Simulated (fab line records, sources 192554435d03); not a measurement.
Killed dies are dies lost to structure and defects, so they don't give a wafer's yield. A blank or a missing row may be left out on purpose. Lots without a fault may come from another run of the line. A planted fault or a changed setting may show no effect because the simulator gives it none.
Which tool did it? | flow n5_finfet | 9 lots, 24 wafers sampled, at 5 steps of a route of 1938

WHAT THE GAUGES READ, wafer by wafer
N5_BEOL_M4_RC_MEAS_101.
lot  | measured     | on        | DIBL_N (mV/V)
L743 | day 8 05:03  | prober-02 | 39.2 38.4 38.4
L744 | day 8 19:37  | prober-01 | 37.6 37.8 34.6
L751 | day 10 08:37 | prober-02 | 34.8 35.6
L752 | day 10 12:43 | prober-01 | 32.4 35.3
L753 | day 11 01:31 | prober-02 | 41.3 37.5
L757 | day 11 18:23 | prober-01 | 38.7 35.6 36.0
L758 | day 11 23:57 | prober-01 | 38.6 35.9 34.0
L759 | day 12 10:02 | prober-01 | 42.2 37.8 33.1
L765 | day 13 13:20 | prober-02 | 37.1 39.9 38.7

WHICH TOOL RAN EACH LOT (tool, then ch and the chambers of the sampled wafers, then the start)
lot  | N5_BEOL_M3_ETCH_64                 | N5_BEOL_M3_ETCH_77                 | N5_BEOL_M3_ALD_98                 | N5_BEOL_M3_TRENCH_ETCH_37
L743 | rie_diel-01 ch 0,1, day 7 07:59    | rie_diel-02 ch 0,1,3, day 7 08:49  | ald_sin-03 ch 1,2,3, day 7 08:55  | rie_diel-02 ch 0,2,3, day 8 05:03 or earlier
L744 | rie_diel-02 ch 1,2,3, day 7 17:54  | rie_diel-02 ch 0,3, day 7 19:11    | ald_sin-03 ch 2,3, day 7 19:17    | rie_diel-01 ch 0,2, day 8 19:37 or earlier
L751 | rie_diel-01 ch 2,3, day 9 05:10    | rie_diel-06 ch 1,2, day 9 05:59    | ald_sin-03 ch 0,1, day 9 06:05    | rie_diel-06 ch 1,3, day 10 08:37 or earlier
L752 | rie_diel-01 ch 0,3, day 9 16:34    | rie_diel-02 ch 0,3, day 9 17:32    | ald_sin-03 ch 1,3, day 9 17:37    | rie_diel-02 ch 1,2, day 10 12:43 or earlier
L753 | rie_diel-01 ch 1,2, day 9 23:46    | rie_diel-06 ch 0,2, day 10 00:43   | ald_sin-03 ch 0,2, day 10 00:49   | rie_diel-06 ch 1,2, day 11 01:31 or earlier
L757 | rie_diel-01 ch 0,3, day 10 21:38   | rie_diel-01 ch 0,2,3, day 10 22:28 | ald_sin-02 ch 0,2,3, day 10 22:42 | rie_diel-01 ch 0,2, day 11 18:23 or earlier
L758 | rie_diel-02 ch 1,3, day 10 21:58   | rie_diel-02 ch 1,3, day 10 23:01   | ald_sin-04 ch 0,1,3, day 10 23:40 | rie_diel-06 ch 1,2, day 11 23:57 or earlier
L759 | rie_diel-06 ch 1,3, day 11 02:59   | rie_diel-06 ch 0,1,3, day 11 03:56 | ald_sin-04 ch 1,2,3, day 11 04:02 | rie_diel-06 ch 1,3, day 12 10:02 or earlier
L765 | rie_diel-01 ch 0,1,3, day 12 20:21 | rie_diel-02 ch 0,1,3, day 12 21:18 | ald_sin-04 ch 0,1,3, day 12 21:24 | rie_diel-01 ch 1,2,3, day 13 13:20 or earlier
- N5_BEOL_M3_ETCH_64: etches SOC in N2/H2, target depth 75 nm, overetch 15 nm, time 112.5 s.
- N5_BEOL_M3_ETCH_77: etches underlayer in N2/H2, target depth 6.5 nm, time 5.2 s.
- N5_BEOL_M3_ALD_98: deposits SiO2, target thk 2.5 nm, pulse time 1 s, co reactant pulse time 1 s.
- N5_BEOL_M3_TRENCH_ETCH_37: etches SiOC in C4F6/O2, target depth 55.555 nm, time 29.2 s.

THE ANSWER, worked out from the rows above alone
Rule: what is usual is taken from the lots themselves. Put in order of their means at a reading, lots are off if they are a third of the lots or fewer, leave a main group of 4 or more, and stand apart from it by a gap of 3 or more times the standard deviation of the main group's means; of several such gaps the widest counts. A main group whose means are all the same, to the digits that the tables above print for the reading, isn't used. A lot without any number at a reading at which 4 lots or more have one is off too. The other lots that the step has rows for count as sound.
No lot is off at any reading shown: from this, nothing can be told.

WHAT THE SIMULATOR HAD PUT IN
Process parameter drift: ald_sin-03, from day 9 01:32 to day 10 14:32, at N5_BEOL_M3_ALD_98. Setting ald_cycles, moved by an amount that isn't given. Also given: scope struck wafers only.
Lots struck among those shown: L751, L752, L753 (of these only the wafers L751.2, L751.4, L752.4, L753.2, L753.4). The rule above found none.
